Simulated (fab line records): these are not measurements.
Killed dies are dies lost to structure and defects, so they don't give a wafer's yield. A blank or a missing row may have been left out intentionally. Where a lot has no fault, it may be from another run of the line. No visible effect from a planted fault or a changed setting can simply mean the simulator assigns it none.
What tool caused it?    flow nand-harc    24 lots with 72 wafers sampled at 5 steps, on a route of 1302 steps

== WHAT THE GAUGES READ, wafer by wafer ==
NHARC_A_SLIT_CD_MEAS_21. Usual: cd-nm 289.2 nm, standard deviation 0.97.
lot   measured      on         cd-nm (nm)         flag
L075  day 20 02:46  cd-sem-02  289.0 290.3 288.3  
L076  day 20 13:20  cd-sem-02  289.9 290.0 289.4  
L074  day 20 14:58  cd-sem-02  290.1 290.4 289.7  
L077  day 21 10:03  cd-sem-02  289.1 289.5 288.5  
L078  day 21 10:10  cd-sem-03  288.5 290.6 290.2  
L079  day 22 08:05  cd-sem-03  288.9 289.2 288.8  
L080  day 22 09:47  cd-sem-03  286.8 289.2 288.9  
L082  day 23 05:55  cd-sem-02  289.4 290.0 289.7  
L081  day 23 15:06  cd-sem-01  288.8 289.3 289.6  
L083  day 23 15:10  cd-sem-02  287.4 288.9 287.6  
L084  day 24 12:15  cd-sem-01  288.8 289.7 289.6  
L085  day 24 16:42  cd-sem-01  287.0 287.4 287.4  
L086  day 25 02:02  cd-sem-01  289.2 289.5 288.8  
L087  day 25 07:25  cd-sem-02  289.3 290.5 288.4  
L089  day 25 17:59  cd-sem-01  290.5 289.9 290.2  
L088  day 25 21:52  cd-sem-03  288.9 290.0 288.9  
L091  day 27 03:40  cd-sem-03  288.8 288.6 287.6  
L092  day 27 11:44  cd-sem-01  289.7 290.9 290.5  
L090  day 27 12:11  cd-sem-01  290.0 290.5 289.9  
L093  day 27 19:43  cd-sem-01  288.5 289.2 290.0  
L094  day 28 10:12  cd-sem-02  289.6 290.6 288.6  
L095  day 29 04:20  cd-sem-01  288.2 288.8 287.9  
L096  day 29 04:22  cd-sem-03  288.9 290.1 289.9  
L097  day 29 20:08  cd-sem-03  288.4 290.1 288.6  

NHARC_A_CONTACT_INSPECT_44. Usual: raw-defect-count 85, standard deviation 36.
lot   measured      on                 raw-defect-count  flag
L075  day 21 11:33  defect-inspect-01  19 13 19          
L076  day 21 22:00  defect-inspect-01  167 157 131       
L074  day 22 00:51  defect-inspect-02  124 120 123       
L077  day 22 17:02  defect-inspect-02  102 115 97        
L078  day 22 16:53  defect-inspect-01  18 22 16          
L079  day 23 15:10  defect-inspect-01  116 121 111       
L080  day 23 15:08  defect-inspect-02  59 66 56          
L082  day 24 14:41  defect-inspect-02  74 73 68          
L081  day 24 21:31  defect-inspect-02  67 77 61          
L083  day 24 21:22  defect-inspect-01  74 80 69          
L084  day 26 00:23  defect-inspect-02  122 118 109       
L085  day 26 00:25  defect-inspect-01  48 37 32          
L086  day 26 11:23  defect-inspect-02  68 65 69          
L087  day 26 17:20  defect-inspect-01  101 103 94        
L089  day 27 03:18  defect-inspect-01  62 77 60          
L088  day 27 11:31  defect-inspect-02  185 138 137       
L091  day 28 13:06  defect-inspect-01  72 77 74          
L092  day 28 19:14  defect-inspect-01  120 113 133       
L090  day 28 18:17  defect-inspect-01  61 51 59          
L093  day 29 07:44  defect-inspect-02  111 114 158       
L094  day 29 19:35  defect-inspect-02  70 84 63          
L095  day 30 14:08  defect-inspect-01  86 79 94          
L096  day 30 10:50  defect-inspect-01  77 82 82          
L097  day 31 04:30  defect-inspect-02  65 63 61          

== WHAT TOOL EACH LOT RAN ON (gives the tool, then ch and the chambers of the sampled wafers, and finally the start) ==
lot   NHARC_A_SLIT_DESCUM_14              NHARC_A_CONTACT_DEP_24           NHARC_A_CONTACT_DEP_28
L075  rie-diel-09 ch 0,2, day 19 20:29    pecvd-01 ch 0,1,2, day 21 04:54  acl-dep-02 ch 0, day 21 07:07
L076  rie-diel-06 ch 0,1,2, day 20 04:50  pecvd-02 ch 0,1,2, day 21 15:42  acl-dep-02 ch 0, day 21 19:00
L074  rie-diel-09 ch 1,2, day 20 05:43    pecvd-02 ch 1,2, day 21 17:55    acl-dep-01 ch 0, day 21 19:41
L077  rie-diel-10 ch 2,3, day 21 03:43    pecvd-02 ch 1,2, day 22 11:23    acl-dep-01 ch 0, day 22 11:52
L078  rie-diel-09 ch 2,3, day 21 03:52    pecvd-01 ch 0,2, day 22 11:11    acl-dep-03 ch 0, day 22 11:47
L079  rie-diel-06 ch 0,1,3, day 22 01:50  pecvd-02 ch 0,1, day 23 09:27    acl-dep-02 ch 0, day 23 10:06
L080  rie-diel-06 ch 0,2,3, day 22 03:29  pecvd-01 ch 0,1,2, day 23 09:38  acl-dep-01 ch 0, day 23 12:09
L082  rie-diel-10 ch 1,2, day 22 23:34    pecvd-01 ch 1,2, day 24 07:40    acl-dep-03 ch 0, day 24 09:31
L081  rie-diel-09 ch 0,3, day 23 08:45    pecvd-04 ch 0,1, day 24 15:37    acl-dep-03 ch 0, day 24 16:25
L083  rie-diel-10 ch 1,3, day 23 08:54    pecvd-01 ch 0,1, day 24 15:38    acl-dep-01 ch 0, day 24 16:54
L084  rie-diel-10 ch 0,2,3, day 24 05:54  pecvd-02 ch 0,1, day 25 12:59    acl-dep-03 ch 0, day 25 15:13
L085  rie-diel-06 ch 2,3, day 24 10:22    pecvd-01 ch 0,2, day 25 18:15    acl-dep-02 ch 0, day 25 19:58
L086  rie-diel-10 ch 0,1, day 24 19:20    pecvd-02 ch 0,2, day 26 05:39    acl-dep-01 ch 0, day 26 06:16
L087  rie-diel-10 ch 2,3, day 25 01:09    pecvd-02 ch 0,2, day 26 10:49    acl-dep-01 ch 0, day 26 12:19
L089  rie-diel-09 ch 1,3, day 25 11:38    pecvd-02 ch 0,1,2, day 26 18:53  acl-dep-01 ch 0, day 26 22:55
L088  rie-diel-10 ch 0,1,3, day 25 12:21  pecvd-04 ch 0,2, day 27 03:56    acl-dep-01 ch 0, day 27 06:19
L091  rie-diel-10 ch 0,2, day 26 21:15    pecvd-04 ch 1,2, day 28 07:26    acl-dep-03 ch 0, day 28 08:02
L092  rie-diel-09 ch 0,3, day 27 05:08    pecvd-02 ch 1,2, day 28 12:23    acl-dep-01 ch 0, day 28 14:07
L090  rie-diel-06 ch 0,1,2, day 27 05:53  pecvd-04 ch 0,1,2, day 28 12:37  acl-dep-02 ch 0, day 28 13:55
L093  rie-diel-09 ch 1,2,3, day 27 13:10  pecvd-04 ch 0,2, day 29 00:30    acl-dep-02 ch 0, day 29 03:26
L094  rie-diel-06 ch 2,3, day 28 03:54    pecvd-02 ch 0,1, day 29 12:25    acl-dep-02 ch 0, day 29 15:12
L095  rie-diel-09 ch 0,1, day 28 21:58    pecvd-02 ch 1,2, day 30 05:09    acl-dep-02 ch 0, day 30 10:27
L096  rie-diel-10 ch 0,1,3, day 28 22:07  pecvd-01 ch 0,1, day 30 05:06    acl-dep-03 ch 0, day 30 06:35
L097  rie-diel-10 ch 0,1,2, day 29 13:45  pecvd-04 ch 0,1, day 30 20:59    acl-dep-02 ch 0, day 31 00:05
- NHARC_A_SLIT_DESCUM_14: chemistry O2, time 3 s.
- NHARC_A_CONTACT_DEP_24: deposits SiO2, target thk 500 nm.
- NHARC_A_CONTACT_DEP_28: deposits aC, target thk 7000 nm.

== WHAT THE TOOLS THEMSELVES READ (means of the sampled wafers that have a number; where no wafer has one, the mark that the record gives instead) ==
NHARC_A_SLIT_DESCUM_14. Usual: chamber-pressure-mTorr 60.00 mTorr, standard deviation 0.055; drypump-motor-current-A 6.0 A, standard deviation 0.44; oes-product-au 1.001 a.u., standard deviation 0.015; rf-vpp-V 57.8 V, standard deviation 0.86; showerhead-plenum-p-Torr 1.92 Torr, standard deviation 0.056; throttle-valve-pct 11.312 %, standard deviation 0.0089.
lot   tool         chamber-pressure-mTorr (mTorr)  drypump-motor-current-A (A)  oes-product-au (a.u.)  rf-vpp-V (V)  showerhead-plenum-p-Torr (Torr)  throttle-valve-pct (%)  flag
L075  rie-diel-09  60.02                           5.7                          1.024                  57.7          1.88                             11.319                  
L076  rie-diel-06  59.99                           6.0                          1.006                  57.3          1.92                             11.306                  
L074  rie-diel-09  60.06                           5.5                          1.024                  57.7          1.93                             11.306                  
L077  rie-diel-10  59.91                           6.5                          1.006                  57.6          1.89                             11.316                  
L078  rie-diel-09  59.97                           5.7                          1.022                  58.4          1.93                             11.315                  
L079  rie-diel-06  60.04                           6.1                          0.995                  58.8          1.97                             11.312                  
L080  rie-diel-06  60.00                           5.8                          0.999                  58.4          1.94                             11.316                  
L082  rie-diel-10  60.03                           6.2                          1.002                  58.2          1.87                             11.304                  
L081  rie-diel-09  60.02                           5.5                          0.987                  57.6          1.93                             11.316                  
L083  rie-diel-10  60.04                           6.0                          0.997                  57.0          1.90                             11.313                  
L084  rie-diel-10  60.00                           6.4                          0.994                  57.5          1.93                             11.312                  
L085  rie-diel-06  59.97                           6.0                          1.015                  58.6          1.94                             11.312                  
L086  rie-diel-10  59.95                           6.0                          1.003                  57.7          1.91                             11.303                  
L087  rie-diel-10  60.04                           6.3                          0.994                  57.2          1.90                             11.315                  
L089  rie-diel-09  60.04                           5.5                          0.973                  58.0          1.96                             11.314                  
L088  rie-diel-10  59.99                           6.1                          0.995                  57.7          1.93                             11.312                  
L091  rie-diel-10  60.02                           6.5                          1.014                  58.1          1.96                             11.316                  
L092  rie-diel-09  59.91                           5.5                          0.993                  57.3          1.88                             11.311                  
L090  rie-diel-06  60.02                           6.0                          0.989                  57.4          1.92                             11.314                  
L093  rie-diel-09  60.04                           5.6                          0.988                  57.4          1.93                             11.318                  
L094  rie-diel-06  59.99                           5.9                          0.999                  58.3          1.94                             11.320                  
L095  rie-diel-09  59.94                           5.4                          1.000                  56.9          1.91                             11.310                  
L096  rie-diel-10  59.97                           6.1                          1.000                  58.0          1.92                             11.315                  
L097  rie-diel-10  60.03                           6.3                          1.003                  58.0          1.91                             11.313                  

NHARC_A_CONTACT_DEP_24. Usual: heater-power-w 573 W, standard deviation 120; throttle-valve-pct 15.4 %, standard deviation 0.78.
lot   tool      heater-power-w (W)  throttle-valve-pct (%)  flag
L075  pecvd-01  593                 15.6                    
L076  pecvd-02  560                 14.9                    
L074  pecvd-02  528                 14.6                    
L077  pecvd-02  609                 15.0                    
L078  pecvd-01  725                 15.1                    
L079  pecvd-02  595                 15.3                    
L080  pecvd-01  637                 15.3                    
L082  pecvd-01  543                 14.8                    
L081  pecvd-04  463                 16.0                    
L083  pecvd-01  580                 16.1                    
L084  pecvd-02  693                 15.4                    
L085  pecvd-01  676                 15.9                    
L086  pecvd-02  484                 14.9                    
L087  pecvd-02  489                 14.8                    
L089  pecvd-02  590                 14.8                    
L088  pecvd-04  598                 16.9                    
L091  pecvd-04  580                 15.6                    
L092  pecvd-02  672                 15.0                    
L090  pecvd-04  536                 16.0                    
L093  pecvd-04  509                 16.5                    
L094  pecvd-02  684                 15.0                    
L095  pecvd-02  684                 15.0                    
L096  pecvd-01  503                 15.3                    
L097  pecvd-04  456                 16.4                    

NHARC_A_CONTACT_DEP_28. Usual: throttle-valve-pct 34.999 %, standard deviation 0.011.
lot   tool        throttle-valve-pct (%)  flag
L075  acl-dep-02  35.000                  
L076  acl-dep-02  35.004                  
L074  acl-dep-01  35.008                  
L077  acl-dep-01  34.997                  
L078  acl-dep-03  35.015                  
L079  acl-dep-02  34.996                  
L080  acl-dep-01  35.005                  
L082  acl-dep-03  34.999                  
L081  acl-dep-03  34.993                  
L083  acl-dep-01  34.996                  
L084  acl-dep-03  34.988                  
L085  acl-dep-02  34.997                  
L086  acl-dep-01  35.007                  
L087  acl-dep-01  35.001                  
L089  acl-dep-01  35.000                  
L088  acl-dep-01  35.007                  
L091  acl-dep-03  34.999                  
L092  acl-dep-01  34.997                  
L090  acl-dep-02  34.998                  
L093  acl-dep-02  34.988                  
L094  acl-dep-02  34.994                  
L095  acl-dep-02  35.009                  
L096  acl-dep-03  34.998                  
L097  acl-dep-02  34.996                  

== THE ANSWER, worked out from the rows above alone ==
Rule: a lot counts as off when the mean over its wafers that have a number is more than 3 standard deviations away from the usual mean. A lot without any number at a reading at which 4 lots or more have one is off too. Any other lot the step has rows for is counted as sound. First the gauges in route order, then the tools' own readings, where a lot's mean is used as printed above. The first step at which some lot is off is used, and at that step the reading that is off furthest; a lot without a number counts as furthest.
No lot is off on any of the readings shown, so nothing can be concluded from this.

== WHAT HAD BEEN PUT IN BY THE SIMULATOR ==
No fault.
